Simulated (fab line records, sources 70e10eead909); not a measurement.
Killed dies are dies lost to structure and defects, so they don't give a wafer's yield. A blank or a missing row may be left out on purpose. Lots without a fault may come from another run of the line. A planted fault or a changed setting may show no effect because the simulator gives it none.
fab line records | flow nand_harc
record lots=24 wafers=72 last_day=24
route steps=1159 shown A_CHANNEL_HOLE_D1@473 A_CHANNEL_FILL_D1@507 A_STAIRCASE@555
lots that met no fault: from a run of the same line without faults
start_h: hours from the record's first day to the start of the lot's first wafer shown | wait_h: hours since the lot's step before | " the same as in the row above | L1.1+2: a row that stands for several wafers | - no value, or no start given | * or withheld: withheld | < > ~ a bound
route shown NAME@n: a module of which the file shows steps, and the number in the route of the first | usual: mean/standard deviation of fault-free wafers | same: alike in all rows | chamber/n: place in a boat | sites: the reading at each site | _std_site: their standard deviation | _edge_site: outer sites' mean less inner sites' | radius_mm: how far each site lies from the wafer's centre | mask NAME#n: copy n | behind: the tool/chamber that last shaped the wafer | hold: why the lot was held/for how many hours/how that ended | device: the transistor (n, p or np) that didn't switch | end of line: the same wafers' tests at the end of the route | a step without rows: its recipe alone | killed: dies lost to structure and defects at the first sort, not the wafer's yield | map: a wafer's dies, x killed, . not, _ none there
set.NAME: the setting as run; set.NAME@STEP: as run at that earlier step | model.NAME: the simulator's own value behind a step, which no gauge read
steps of the route over a sample of lots; a table a step, a row a wafer
services: from which hour (start_h, from the record's first day; less than 0 if before it) a tool's chamber was out of use, for how many hours, and why
## steps
# step NHARC_A_CHANNEL_HOLE_D1_ETCH_21
# recipe bias_v=3000 source_w=withheld pressure_mtorr=20 time_s=514.3 ar_flow_sccm=375 c4f8_flow_sccm=89.3 o2_flow_sccm=35.7 temp_c=-20 target_depth_a=16000 chemistry=C4F8/O2/Ar
# usual drypump_motor_current_A=5.9/0.62 mfc_ar_sccm=374.8/1.1 showerhead_plenum_p_Torr=3.64/0.11 throttle_valve_pct=32.155/0.01
# columns lot.wafer tool chamber start_h wait_h drypump_motor_current_A mfc_ar_sccm rf_hours_counter_h showerhead_plenum_p_Torr throttle_valve_pct
L074.1 har_etch-01 0 176.10 0.3 6.1 372.9 187 3.59 32.164
L074.4 " 0 " " 6.1 374.6 - 3.59 32.172
L074.6 " 0 " " 6.1 375.0 - 3.59 32.146
L077.1 har_etch-02 1 190.37 0.3 5.6 375.4 103 3.83 32.151
L077.3 " 0 " " 6.7 375.6 - 3.55 32.157
L077.6 " 0 " " 6.7 375.1 - 3.55 32.142
L075.4 har_etch-01 0 191.22 0.3 6.1 376.7 - 3.59 32.170
L075.6 " 1 " " 5.1 376.7 - 3.64 32.166
L075.5 " 0 " " 6.1 375.3 - 3.59 32.139
L076.1 har_etch-02 1 194.57 0.3 5.6 375.7 107 3.82 32.166
L076.3 " 1 " " 5.5 373.4 - 3.82 32.141
L076.6 " 0 " " 6.7 375.6 - 3.55 32.156
L079.2 har_etch-02 0 205.93 0.3 6.7 375.3 113 3.55 32.130
L079.4 " 1 " " 5.5 373.6 - 3.82 32.166
L079.6 " 0 " " 6.7 375.4 - 3.55 32.164
L080.1 har_etch-01 1 206.06 0.3 5.1 375.5 199 3.63 32.139
L080.5 " 1 " " 5.1 373.6 - 3.63 32.158
L080.6 " 0 " " 6.1 373.9 - 3.59 32.134
L078.2 har_etch-02 1 210.03 0.3 5.5 375.0 116 3.82 32.149
L078.4 " 0 " " 6.7 376.1 - 3.55 32.149
L078.6 " 1 " " 5.5 373.5 - 3.82 32.160
L081.1 har_etch-01 0 214.40 0.3 6.1 374.4 203 3.59 32.147
L081.4 " 0 " " 6.1 373.1 - 3.59 32.155
L081.6 " 0 " " 6.1 375.1 - 3.59 32.160
L082.2 har_etch-01 1 225.45 0.3 5.1 376.1 207 3.63 32.162
L082.4 " 0 " " 6.0 374.6 - 3.58 32.150
L082.6 " 1 " " 5.1 375.0 - 3.63 32.164
L083.4 har_etch-02 0 225.86 0.3 6.7 372.8 - 3.54 32.164
L083.3 " 1 " " 5.6 373.0 - 3.81 32.149
L083.5 " 0 " " 6.7 375.7 - 3.54 32.177
L084.2 har_etch-02 1 239.39 0.3 5.5 372.2 127 3.81 32.151
L084.4 " 1 " " 5.5 374.9 - 3.81 32.151
L084.5 " 0 " " 6.7 374.3 - 3.54 32.144
L085.1 har_etch-01 1 240.58 0.3 5.1 375.1 213 3.62 32.154
L085.6 " 1 " " 5.1 376.1 - 3.62 32.156
L085.5 " 0 " " 6.1 374.0 - 3.58 32.156
L086.1 har_etch-02 0 252.69 0.3 6.7 373.8 136 3.54 32.165
L086.2 " 1 " " 5.5 373.9 136 3.81 32.147
L086.4 " 1 " " 5.5 373.7 - 3.81 32.161
L087.2 har_etch-01 0 252.97 0.3 6.1 373.9 221 3.58 32.149
L087.3 " 0 " " 6.1 374.7 - 3.58 32.143
L087.6 " 0 " " 6.1 374.6 - 3.58 32.148
L088.1 har_etch-02 1 256.84 0.3 5.5 374.5 140 3.81 32.154
L088.4 " 1 " " 5.5 374.3 - 3.81 32.165
L088.5 " 0 " " 6.7 375.0 - 3.53 32.168
L090.1 har_etch-01 0 268.31 0.3 6.1 374.3 226 3.57 32.148
L090.4 " 0 " " 6.1 373.5 - 3.57 32.144
L090.6 " 0 " " 6.1 373.8 - 3.57 32.157
L089.2 har_etch-02 0 268.86 0.3 6.7 374.4 145 3.53 32.152
L089.4 " 0 " " 6.7 374.9 - 3.53 32.142
L089.5 " 1 " " 5.5 376.5 - 3.80 32.146
L091.1 har_etch-01 1 278.25 0.3 5.1 375.9 230 3.61 32.149
L091.3 " 0 " " 6.0 375.9 - 3.57 32.158
L091.6 " 1 " " 5.1 376.5 - 3.61 32.154
L092.1 har_etch-02 0 281.44 0.3 6.7 374.2 150 3.53 32.161
L092.4 " 1 " " 5.6 374.6 - 3.80 32.155
L092.6 " 1 " " 5.6 372.7 - 3.80 32.153
L093.2 har_etch-02 1 289.71 0.3 5.5 377.3 154 3.80 32.171
L093.3 " 1 " " 5.5 376.4 - 3.80 32.153
L093.6 " 1 " " 5.5 374.4 - 3.80 32.163
L094.3 har_etch-01 1 294.69 0.3 5.0 375.8 - 3.61 32.147
L094.6 " 0 " " 6.1 376.8 - 3.57 32.164
L094.5 " 1 " " 5.0 375.9 - 3.61 32.145
L095.2 har_etch-02 1 301.78 0.3 5.5 373.4 158 3.79 32.158
L095.3 " 0 " " 6.7 375.2 - 3.52 32.156
L095.5 " 0 " " 6.7 375.7 - 3.52 32.172
L097.1 har_etch-01 1 303.62 0.3 5.1 374.8 241 3.61 32.152
L097.4 " 1 " " 5.1 374.6 - 3.61 32.149
L097.6 " 1 " " 5.0 374.5 - 3.61 32.151
L096.1 har_etch-02 1 305.95 0.3 5.6 375.4 162 3.79 32.143
L096.2 " 0 " " 6.7 374.6 162 3.52 32.141
L096.4 " 1 " " 5.5 373.9 - 3.79 32.155
# step NHARC_A_CHANNEL_HOLE_D1_ETCH_25
# recipe bias_v=5000 source_w=withheld pressure_mtorr=20 time_s=1040.2 ar_flow_sccm=375 c4f8_flow_sccm=93.8 o2_flow_sccm=31.2 temp_c=-20 target_depth_a=15000 chemistry=C4F8/O2/Ar
# usual drypump_motor_current_A=5.9/0.62 mfc_ar_sccm=375.1/1 showerhead_plenum_p_Torr=3.63/0.11 throttle_valve_pct=32.234/0.01
# columns lot.wafer tool chamber start_h wait_h drypump_motor_current_A mfc_ar_sccm rf_hours_counter_h showerhead_plenum_p_Torr throttle_valve_pct
L074.1 har_etch-01 0 178.59 0.6 6.1 375.2 190 3.59 32.234
L074.4 " 0 " " 6.1 375.2 - 3.59 32.241
L074.6 " 0 " " 6.1 373.9 - 3.59 32.221
L077.1 har_etch-02 1 192.87 0.6 5.5 376.8 106 3.82 32.245
L077.3 " 0 " " 6.7 374.5 - 3.55 32.245
L077.6 " 0 " " 6.7 376.2 - 3.55 32.220
L075.4 har_etch-01 0 193.90 0.7 6.1 373.9 - 3.59 32.240
L075.6 " 1 " " 5.1 374.8 - 3.63 32.232
L075.5 " 0 " " 6.1 376.1 - 3.59 32.236
L076.1 har_etch-02 1 197.03 0.6 5.5 373.9 110 3.82 32.233
L076.3 " 1 " " 5.5 375.2 - 3.82 32.233
L076.6 " 0 " " 6.7 375.2 - 3.55 32.235
L079.2 har_etch-02 0 208.48 0.7 6.7 375.1 115 3.54 32.234
L079.4 " 1 " " 5.5 374.8 - 3.81 32.229
L079.6 " 0 " " 6.7 374.6 - 3.54 32.227
L080.1 har_etch-01 1 208.53 0.6 5.1 375.1 202 3.63 32.239
L080.5 " 1 " " 5.1 373.8 - 3.63 32.227
L080.6 " 0 " " 6.1 374.9 - 3.58 32.249
L078.2 har_etch-02 1 212.50 0.6 5.5 373.5 119 3.81 32.258
L078.4 " 0 " " 6.7 376.4 - 3.54 32.242
L078.6 " 1 " " 5.6 373.7 - 3.81 32.233
L081.1 har_etch-01 0 216.95 0.7 6.1 375.7 206 3.58 32.241
L081.4 " 0 " " 6.1 375.7 - 3.58 32.239
L081.6 " 0 " " 6.1 374.5 - 3.58 32.231
L082.2 har_etch-01 1 227.91 0.6 5.1 374.2 210 3.62 32.233
L082.4 " 0 " " 6.1 377.5 - 3.58 32.227
L082.6 " 1 " " 5.0 375.1 - 3.62 32.234
L083.4 har_etch-02 0 228.50 0.7 6.7 374.0 - 3.54 32.230
L083.3 " 1 " " 5.5 374.8 - 3.81 32.226
L083.5 " 0 " " 6.7 374.4 - 3.54 32.222
L084.2 har_etch-02 1 241.95 0.7 5.6 375.7 130 3.81 32.235
L084.4 " 1 " " 5.6 376.7 - 3.81 32.210
L084.5 " 0 " " 6.7 374.4 - 3.54 32.240
L085.1 har_etch-01 1 243.03 0.6 5.1 373.7 215 3.62 32.247
L085.6 " 1 " " 5.1 376.4 - 3.62 32.240
L085.5 " 0 " " 6.1 374.7 - 3.58 32.235
L086.1 har_etch-02 0 255.14 0.6 6.7 373.7 138 3.53 32.240
L086.2 " 1 " " 5.5 375.1 138 3.80 32.238
L086.4 " 1 " " 5.5 373.7 - 3.80 32.228
L087.2 har_etch-01 0 255.53 0.7 6.1 375.0 224 3.57 32.243
L087.3 " 0 " " 6.1 374.4 - 3.57 32.252
L087.6 " 0 " " 6.1 375.0 - 3.57 32.241
L088.1 har_etch-02 1 259.32 0.6 5.5 374.4 142 3.80 32.221
L088.4 " 1 " " 5.5 376.9 - 3.80 32.245
L088.5 " 0 " " 6.7 374.7 - 3.53 32.228
L090.1 har_etch-01 0 270.87 0.7 6.1 375.2 229 3.57 32.250
L090.4 " 0 " " 6.1 375.7 - 3.57 32.243
L090.6 " 0 " " 6.1 374.6 - 3.57 32.237
L089.2 har_etch-02 0 271.33 0.6 6.7 375.0 148 3.53 32.238
L089.4 " 0 " " 6.7 375.2 - 3.53 32.252
L089.5 " 1 " " 5.5 376.2 - 3.80 32.250
L091.1 har_etch-01 1 280.78 0.7 5.1 375.9 233 3.61 32.226
L091.3 " 0 " " 6.1 375.5 - 3.57 32.240
L091.6 " 1 " " 5.0 376.2 - 3.61 32.248
L092.1 har_etch-02 0 283.98 0.7 6.7 375.6 153 3.52 32.238
L092.4 " 1 " " 5.5 375.3 - 3.79 32.242
L092.6 " 1 " " 5.5 375.8 - 3.79 32.241
L093.2 har_etch-02 1 292.19 0.6 5.5 375.0 157 3.79 32.224
L093.3 " 1 " " 5.5 376.6 - 3.79 32.242
L093.6 " 1 " " 5.5 375.1 - 3.79 32.230
L094.3 har_etch-01 1 297.38 0.7 5.0 376.7 - 3.61 32.231
L094.6 " 0 " " 6.1 375.7 - 3.56 32.217
L094.5 " 1 " " 5.1 376.6 - 3.61 32.224
L095.2 har_etch-02 1 304.25 0.6 5.5 375.7 161 3.79 32.232
L095.3 " 0 " " 6.7 374.7 - 3.52 32.232
L095.5 " 0 " " 6.7 375.4 - 3.52 32.246
L097.1 har_etch-01 1 306.16 0.7 5.1 377.1 244 3.60 32.232
L097.4 " 1 " " 5.1 374.6 - 3.60 32.246
L097.6 " 1 " " 5.0 376.4 - 3.60 32.240
L096.1 har_etch-02 1 308.40 0.6 5.5 373.8 165 3.79 32.243
L096.2 " 0 " " 6.7 375.8 165 3.52 32.223
L096.4 " 1 " " 5.5 375.9 - 3.79 32.230
# step NHARC_A_CHANNEL_HOLE_D1_XSEM_31
# recipe landing_energy_ev=35000
# usual bot_cd_nm=74.8/0.96 bow_nm=8.74/0.28 tilt_deg=0.07/0.056
# columns lot.wafer tool chamber start_h wait_h bot_cd_nm bow_nm tilt_deg
L074.1 xsem-02 0 181.29 0.1 76.1 8.58 0.08
L074.4 " 0 " " 74.2 8.52 0.08
L074.6 " 0 " " 74.0 8.58 0.08
L077.1 xsem-01 0 195.59 0.1 75.1 8.91 0.07
L077.3 " 0 " " 75.5 8.83 0.06
L077.6 " 0 " " 76.9 8.91 0.07
L075.4 xsem-02 0 196.35 0.1 76.2 8.62 0.05
L075.5 " 0 " " 74.8 8.61 0.05
L075.6 " 0 " " 74.9 8.59 0.05
L076.1 xsem-01 0 199.73 0.1 73.8 9.24 0.05
L076.3 " 0 " " 75.9 9.23 0.05
L076.6 " 0 " " 73.7 9.19 0.05
L079.2 xsem-02 0 211.06 0.1 73.2 8.61 0.13
L079.4 " 0 " " 75.7 8.67 0.13
L079.6 " 0 " " 74.6 8.68 0.13
L080.1 xsem-01 0 211.24 0.1 74.9 8.51 0.10
L080.5 " 0 " " 75.5 8.50 0.10
L080.6 " 0 " " 75.7 8.53 0.10
L078.2 xsem-02 0 215.23 0.1 75.0 8.65 0.15
L078.4 " 0 " " 74.9 8.60 0.15
L078.6 " 0 " " 76.7 8.49 0.15
L081.1 xsem-01 0 219.53 0.1 76.3 8.67 0.09
L081.4 " 0 " " 74.9 8.75 0.09
L081.6 " 0 " " 76.8 8.68 0.09
L082.2 xsem-02 0 230.63 0.1 75.7 8.79 0.07
L082.4 " 0 " " 74.6 8.82 0.07
L082.6 " 0 " " 73.8 8.86 0.06
L083.3 xsem-01 0 231.09 0.1 74.5 9.06 0.10
L083.4 " 0 " " 74.6 9.11 0.10
L083.5 " 0 " " 76.8 9.17 0.10
L084.2 xsem-02 0 244.55 0.1 77.3 8.92 0.16
L084.4 " 0 " " 73.6 8.91 0.16
L084.5 " 0 " " 74.5 8.87 0.16
L085.1 xsem-01 0 245.74 0.1 73.5 8.21 0.07
L085.5 " 0 " " 72.5 8.15 0.07
L085.6 " 0 " " 73.4 8.19 0.07
L086.1 xsem-02 0 257.87 0.1 74.2 8.41 0.04
L086.2 " 0 " " 75.4 8.48 0.04
L086.4 " 0 " " 74.6 8.41 0.04
L087.2 xsem-01 0 258.10 0.1 74.5 8.55 -0.01
L087.3 " 0 " " 73.2 8.60 0.00
L087.6 " 0 " " 73.6 8.58 0.00
L088.1 xsem-02 0 262.04 0.1 72.6 8.80 -0.04
L088.4 " 0 " " 74.0 8.76 -0.04
L088.5 " 0 " " 74.3 8.76 -0.04
L090.1 xsem-01 0 273.46 0.1 74.4 8.83 0.14
L090.4 " 0 " " 74.5 8.86 0.14
L090.6 " 0 " " 74.4 8.80 0.14
L089.2 xsem-02 0 274.11 0.1 74.7 8.80 0.03
L089.4 " 0 " " 75.2 8.84 0.03
L089.5 " 0 " " 76.8 8.78 0.03
L091.1 xsem-01 0 283.35 0.1 73.3 9.11 -0.03
L091.3 " 0 " " 75.6 9.13 -0.03
L091.6 " 0 " " 73.4 9.03 -0.03
L092.1 xsem-02 0 286.68 0.1 75.1 8.35 0.08
L092.4 " 0 " " 74.7 8.34 0.08
L092.6 " 0 " " 75.5 8.23 0.08
L093.2 xsem-01 0 294.89 0.1 74.2 8.92 0.19
L093.3 " 0 " " 74.3 8.90 0.19
L093.6 " 0 " " 73.0 8.93 0.19
L094.3 xsem-02 0 299.69 0.1 74.0 8.95 0.06
L094.5 " 0 " " 75.0 8.95 0.06
L094.6 " 0 " " 75.4 9.00 0.06
L095.2 xsem-01 0 306.96 0.1 75.1 8.66 0.10
L095.3 " 0 " " 75.1 8.55 0.10
L095.5 " 0 " " 73.8 8.65 0.10
L097.1 xsem-01 0 308.88 0.1 75.3 8.42 0.08
L097.4 " 0 " " 74.9 8.43 0.08
L097.6 " 0 " " 74.0 8.42 0.08
L096.1 xsem-01 0 311.08 0.1 75.5 9.38 0.00
L096.2 " 0 " " 75.4 9.38 0.00
L096.4 " 0 " " 74.7 9.40 0.00
# step NHARC_A_CHANNEL_FILL_D1_ALD_25
# recipe target_thk_a=600 pulse_time_s=10 ald_cycles=600 temp_c=300 material=SiOx
# usual heater_power_outer_w=260/24 heater_power_w=483/39 precursor_pulse_height_rel=1.000/0.02
# columns lot.wafer tool chamber start_h wait_h heater_power_outer_w heater_power_w precursor_pulse_height_rel since_wet_clean_h
L074.1 ald_hk-04 0 219.07 0.1 224 425 1.016 24
L074.4 " 1 " " 255 492 0.988 24
L074.6 " 0 221.55 2.5 221 406 0.998 -
L077.1 ald_hk-03 1 234.35 0.1 280 474 0.986 80
L077.3 " 3 235.58 1.3 278 519 0.998 81
L077.6 " 2 237.44 3.1 250 460 0.972 -
L075.4 ald_hk-04 2 234.97 0.7 235 488 1.021 40
L075.5 " 1 236.82 2.5 255 497 1.025 -
L075.6 " 2 " " 236 484 0.989 -
L076.3 ald_hk-01 2 241.66 2.5 274 479 1.019 5
L076.1 " 3 242.89 3.8 249 448 0.996 6
L076.6 " 0 244.13 5.0 228 446 1.012 -
L079.2 ald_hk-04 2 248.00 0.7 239 472 1.010 53
L079.4 " 3 " " 255 461 0.995 53
L079.6 " 2 250.47 3.1 241 493 1.004 -
L080.1 ald_hk-03 1 248.58 1.3 280 463 0.998 94
L080.5 " 3 249.80 2.5 277 514 0.980 -
L080.6 " 0 " " 260 500 0.954 -
L078.2 ald_hk-01 1 253.07 0.1 317 588 0.987 16
L078.4 " 3 254.32 1.3 242 450 0.983 17
L078.6 " 2 256.18 3.2 266 478 0.970 -
L081.4 ald_hk-03 3 257.49 0.7 283 519 1.001 103
L081.1 " 1 258.72 1.9 284 483 0.991 105
L081.6 " 3 259.95 3.1 275 512 0.990 -
L082.2 ald_hk-04 2 267.38 0.1 242 493 1.020 72
L082.4 " 1 269.23 1.9 260 504 1.020 74
L082.6 " 3 270.46 3.1 254 467 1.003 -
L083.3 ald_hk-01 2 267.38 0.1 271 473 0.980 30
L083.4 " 3 " " 242 449 1.016 31
L083.5 " 3 270.48 3.2 241 449 0.982 -
L084.2 ald_hk-03 0 281.26 0.7 270 497 0.995 127
L084.4 " 2 282.50 1.9 252 468 0.993 128
L084.5 " 0 283.74 3.1 264 490 0.994 -
L085.1 ald_hk-01 1 283.16 2.6 308 595 1.024 46
L085.6 " 3 285.67 5.1 248 452 1.025 -
L085.5 " 0 286.92 6.3 233 444 0.974 -
L086.1 ald_hk-01 0 295.46 0.1 230 453 0.997 58
L086.2 " 1 " " 310 583 1.025 59
L086.4 " 2 " " 264 480 0.993 60
L087.2 ald_hk-03 3 296.23 0.8 273 527 0.999 142
L087.3 " 0 " " 265 495 1.025 143
L087.6 " 3 298.70 3.3 284 530 1.008 -
L088.4 ald_hk-01 3 300.30 0.1 242 448 0.989 63
L088.1 " 0 " " 236 444 1.012 64
L088.5 " 0 303.35 3.1 234 434 0.984 -
L089.4 ald_hk-04 2 309.62 0.1 244 490 0.996 114
L089.2 " 1 311.44 1.9 257 487 0.947 116
L089.5 " 2 " " 237 484 1.016 -
L090.1 ald_hk-03 3 310.24 0.7 280 512 0.993 156
L090.4 " 1 311.47 1.9 276 482 0.998 157
L090.6 " 2 " " 257 477 1.013 -
L092.4 ald_hk-03 1 321.51 0.7 280 467 0.989 167
L092.1 " 3 322.75 1.9 277 510 1.018 169
L092.6 " 1 323.99 3.1 286 471 0.976 -
L091.1 ald_hk-01 0 321.53 0.7 231 458 1.001 85
L091.3 " 2 322.78 1.9 268 493 0.994 86
L091.6 " 0 324.02 3.2 233 448 1.035 -
L093.2 ald_hk-01 3 331.61 0.1 239 457 1.005 95
L093.3 " 1 332.83 1.3 322 579 0.972 96
L093.6 " 3 334.05 2.5 241 459 0.980 -
L094.3 ald_hk-04 3 339.82 0.1 259 458 0.975 145
L094.6 " 3 342.30 2.5 249 470 1.045 -
L094.5 " 0 " " 219 425 0.993 -
L097.1 ald_hk-01 0 344.09 0.6 231 447 1.027 107
L097.4 " 3 345.96 2.5 244 455 1.000 109
L097.6 " 1 347.21 3.8 319 576 0.971 -
L095.3 ald_hk-03 2 344.12 0.7 257 468 1.020 11
L095.2 " 3 " " 272 507 0.963 11
L095.5 " 1 346.00 2.6 276 468 0.987 -
L096.2 ald_hk-03 2 351.09 0.7 261 479 1.006 18
L096.4 " 3 " " 275 502 1.020 18
L096.1 " 0 " " 257 495 0.994 19
# step NHARC_A_CHANNEL_FILL_D1_RTA_24
# recipe temp_c=1000 time_s=5
# usual anneal_temp_c_max=1003.9/0.7 lamp_power_pct=27.76/0.19 wafer_temp_C_max=1004.6/1.7
# columns lot.wafer tool chamber start_h wait_h anneal_temp_c_max lamp_power_pct wafer_temp_C_max
L074.1 rtp_anneal-01 0 230.97 0.0 1004.2 27.63 1003.0
L074.4 " 0 " " 1004.4 27.57 1003.7
L074.6 " 0 " " 1004.6 27.60 1002.6
L077.1 rtp_anneal-01 0 246.03 0.0 1004.1 27.56 1003.1
L077.3 " 0 " " 1003.4 27.56 1003.1
L077.6 " 0 " " 1004.3 27.60 1003.6
L075.4 rtp_anneal-02 0 246.14 0.1 1004.2 28.00 1005.3
L075.5 " 0 " " 1005.0 27.96 1004.1
L075.6 " 0 " " 1004.4 27.96 1005.4
L076.1 rtp_anneal-02 0 254.60 0.0 1004.1 27.99 1010.0
L076.3 " 0 " " 1003.4 27.95 1003.9
L076.6 " 0 " " 1004.5 27.98 1008.3
L080.1 rtp_anneal-01 0 258.96 0.0 1004.0 27.63 1003.4
L080.5 " 0 " " 1005.5 27.60 1003.7
L080.6 " 0 " " 1004.4 27.63 1003.7
L079.2 rtp_anneal-02 0 259.00 0.1 1004.5 27.98 1005.4
L079.4 " 0 " " 1004.0 28.00 1006.0
L079.6 " 0 " " 1005.2 27.93 1007.6
L078.2 rtp_anneal-02 0 264.98 0.1 1004.0 27.95 1006.6
L078.4 " 0 " " 1005.0 27.96 1007.8
L078.6 " 0 " " 1003.5 27.99 1004.3
L081.1 rtp_anneal-02 0 268.74 0.1 1002.7 27.96 1009.4
L081.4 " 0 " " 1003.3 27.96 1007.4
L081.6 " 0 " " 1005.4 27.93 1006.7
L083.3 rtp_anneal-01 0 279.23 0.1 1004.0 27.61 1003.9
L083.4 " 0 " " 1003.7 27.58 1003.4
L083.5 " 0 " " 1003.1 27.61 1004.6
L082.2 rtp_anneal-02 0 279.29 0.1 1003.9 27.97 1006.0
L082.4 " 0 " " 1005.0 27.98 1006.6
L082.6 " 0 " " 1004.0 27.98 1006.1
L084.2 rtp_anneal-01 0 292.45 0.1 1004.2 27.57 1003.7
L084.4 " 0 " " 1005.6 27.57 1003.7
L084.5 " 0 " " 1004.3 27.55 1003.3
L085.1 rtp_anneal-01 0 296.16 0.0 1004.3 27.60 1003.3
L085.5 " 0 " " 1005.0 27.57 1003.8
L085.6 " 0 " " 1003.6 27.58 1004.7
L086.1 rtp_anneal-01 0 308.10 0.8 1002.8 27.63 1002.6
L086.2 " 0 " " 1003.6 27.64 1003.2
L086.4 " 0 " " 1004.8 27.59 1004.0
L087.2 rtp_anneal-01 0 308.29 1.0 1003.4 27.57 1002.9
L087.3 " 0 " " 1004.8 27.62 1002.3
L087.6 " 0 " " 1004.0 27.59 1003.1
L088.1 rtp_anneal-02 0 312.11 0.0 1003.7 27.98 1006.7
L088.4 " 0 " " 1003.7 28.01 1005.8
L088.5 " 0 " " 1003.9 27.99 1005.8
L090.1 rtp_anneal-01 0 321.53 0.1 1004.1 27.61 1003.1
L090.4 " 0 " " 1004.7 27.59 1003.8
L090.6 " 0 " " 1004.3 27.61 1003.9
L089.2 rtp_anneal-02 0 321.61 0.2 1005.0 27.94 1005.7
L089.4 " 0 " " 1005.1 28.01 1004.9
L089.5 " 0 " " 1003.1 27.90 1005.9
L092.1 rtp_anneal-02 0 332.66 0.0 1004.6 27.99 1005.6
L092.4 " 0 " " 1004.1 28.00 1004.8
L092.6 " 0 " " 1004.6 27.98 1007.4
L091.1 rtp_anneal-01 0 332.67 0.0 1003.5 27.66 1003.0
L091.3 " 0 " " 1003.5 27.62 1005.2
L091.6 " 0 " " 1002.7 27.59 1004.2
L093.2 rtp_anneal-01 0 343.42 0.2 1003.9 27.63 1003.7
L093.3 " 0 " " 1003.7 27.63 1002.7
L093.6 " 0 " " 1003.0 27.65 1003.6
L094.3 rtp_anneal-02 0 351.76 0.1 1004.8 28.07 1005.2
L094.5 " 0 " " 1003.9 27.96 1005.8
L094.6 " 0 " " 1004.7 27.98 1005.5
L095.2 rtp_anneal-01 0 355.53 0.3 1002.8 27.62 1003.5
L095.3 " 0 " " 1003.3 27.59 1004.4
L095.5 " 0 " " 1003.2 27.61 1003.9
L097.1 rtp_anneal-01 0 355.67 0.4 1003.9 27.54 1003.3
L097.4 " 0 " " 1003.5 27.56 1003.2
L097.6 " 0 " " 1003.6 27.62 1003.3
L096.1 rtp_anneal-01 0 362.29 0.0 1004.3 27.64 1003.6
L096.2 " 0 " " 1004.2 27.69 1002.6
L096.4 " 0 " " 1003.3 27.64 1003.7
# step NHARC_A_STAIRCASE_ETCH_19
# recipe target_depth_a=1000 time_s=40.5 ion_energy_ev=400 c4f8_flow_sccm=20 o2_flow_sccm=10 ar_flow_sccm=withheld rf_w=600 bias_w=1000 chemistry=C4F8/O2
# usual oes_product_au=0.940/0.0095 rf_vpp_V=897/6
# columns lot.wafer tool chamber start_h wait_h oes_product_au rf_hours_counter_h rf_vpp_V
L074.1 rie_diel-02 2 - - 0.948 30 898
L074.4 " 1 " " 0.945 29 900
L074.6 " 3 " " 0.941 - 887
L077.1 rie_diel-07 2 - - 0.949 4 899
L077.3 " 1 " " 0.919 3 899
L077.6 " 3 " " 0.943 - 887
L075.4 rie_diel-07 3 - - 0.926 3 889
L075.6 " 1 " " 0.925 - 898
L075.5 " 2 " " 0.933 - 897
L076.3 rie_diel-02 0 - - 0.952 35 907
L076.1 " 1 " " 0.946 36 900
L076.6 " 0 " " 0.947 - 905
L080.1 rie_diel-02 1 - - 0.930 38 899
L080.6 " 0 " " 0.930 - 905
L080.5 " 1 " " 0.930 - 899
L079.2 rie_diel-02 3 - - 0.946 39 886
L079.4 " 0 " " 0.951 - 905
L079.6 " 1 " " 0.957 - 900
L078.2 rie_diel-08 2 - - 0.934 57 888
L078.4 " 3 " " 0.943 48 900
L078.6 " 3 " " 0.926 - 899
L081.4 rie_diel-08 2 - - 0.940 59 888
L081.1 " 3 " " 0.935 50 899
L081.6 " 2 " " 0.950 - 887
L083.3 rie_diel-08 1 - - 0.958 42 898
L083.4 " 3 " " 0.942 53 898
L083.5 " 1 " " 0.944 - 899
L082.4 rie_diel-02 3 - - 0.942 46 888
L082.2 " 1 " " 0.945 46 898
L082.6 " 3 " " 0.935 - 887
L084.4 rie_diel-08 0 - - 0.927 66 901
L084.2 " 1 " " 0.943 48 899
L084.5 " 3 " " 0.947 - 900
L085.1 rie_diel-02 3 - - 0.949 53 887
L085.6 " 2 " " 0.943 - 897
L085.5 " 3 " " 0.937 - 886
L086.1 rie_diel-08 2 - - 0.920 1 887
L086.2 " 3 " " 0.934 1 899
L086.4 " 0 " " 0.936 1 900
L087.3 rie_diel-08 1 - - 0.938 1 900
L087.2 " 2 " " 0.935 1 887
L087.6 " 1 " " 0.943 - 899
L088.4 rie_diel-08 1 - - 0.941 3 898
L088.1 " 3 " " 0.935 2 900
L088.5 " 1 " " 0.946 - 899
L090.4 rie_diel-07 3 - - 0.933 30 889
L090.1 " 1 " " 0.924 34 897
L090.6 " 3 " " 0.940 - 889
L089.4 rie_diel-08 3 - - 0.937 7 900
L089.2 " 0 " " 0.942 6 900
L089.5 " 0 " " 0.939 - 900
L092.1 rie_diel-08 1 - - 0.945 12 898
L092.4 " 3 " " 0.952 12 899
L092.6 " 1 " " 0.950 - 899
L091.3 rie_diel-07 3 - - 0.939 38 890
L091.1 " 1 " " 0.933 40 897
L091.6 " 2 " " 0.950 - 897
L093.2 rie_diel-02 3 - - 0.960 1 905
L093.3 " 2 " " 0.946 3 898
L093.6 " 3 " " 0.954 - 905
L094.3 rie_diel-07 0 - - 0.939 42 905
L094.6 " 0 " " 0.936 - 907
L094.5 " 1 " " 0.913 - 897
L095.3 rie_diel-07 2 - - 0.938 47 895
L095.2 " 3 " " 0.936 44 889
L095.5 " 3 " " 0.948 - 887
L097.4 rie_diel-08 1 - - 0.932 20 900
L097.1 " 3 " " 0.940 21 900
L097.6 " 2 " " 0.943 - 888
L096.4 rie_diel-02 0 - - 0.947 9 905
L096.1 " 1 " " 0.942 10 898
L096.2 " 2 " " 0.940 9 896
## services
# columns tool chamber start_h hours kind
rie_diel-02 0 153.66 2.6 repair
rie_diel-08 0 158.34 - clean
rie_diel-08 1 158.34 - clean
rie_diel-08 2 158.34 - clean
rie_diel-08 3 158.34 - clean
rie_diel-08 0 182.84 - clean
ald_hk-04 - 186.50 10.0 pm
ald_hk-03 - 202.82 0.7 repair
ald_hk-03 - 207.81 2.2 repair
ald_hk-01 - 228.21 10.0 pm
rie_diel-07 - 228.33 9.0 pm
ald_hk-01 - 247.75 0.8 repair
rie_diel-02 2 253.28 25.0 repair
rtp_anneal-02 - 300.00 12.0 pm
xsem-02 - 302.00 14.0 pm
har_etch-01 - 307.29 17.0 pm
har_etch-01 0 307.29 17.0 vent_cycle
har_etch-01 1 307.29 17.0 vent_cycle
har_etch-01 0 324.29 - clean
har_etch-01 0 324.29 - consumable_replace:focus_ring
har_etch-01 1 324.29 - clean
har_etch-01 1 324.29 - consumable_replace:focus_ring
xsem-01 - 333.68 0.4 repair
rie_diel-02 3 338.36 6.1 repair
## key
fault none
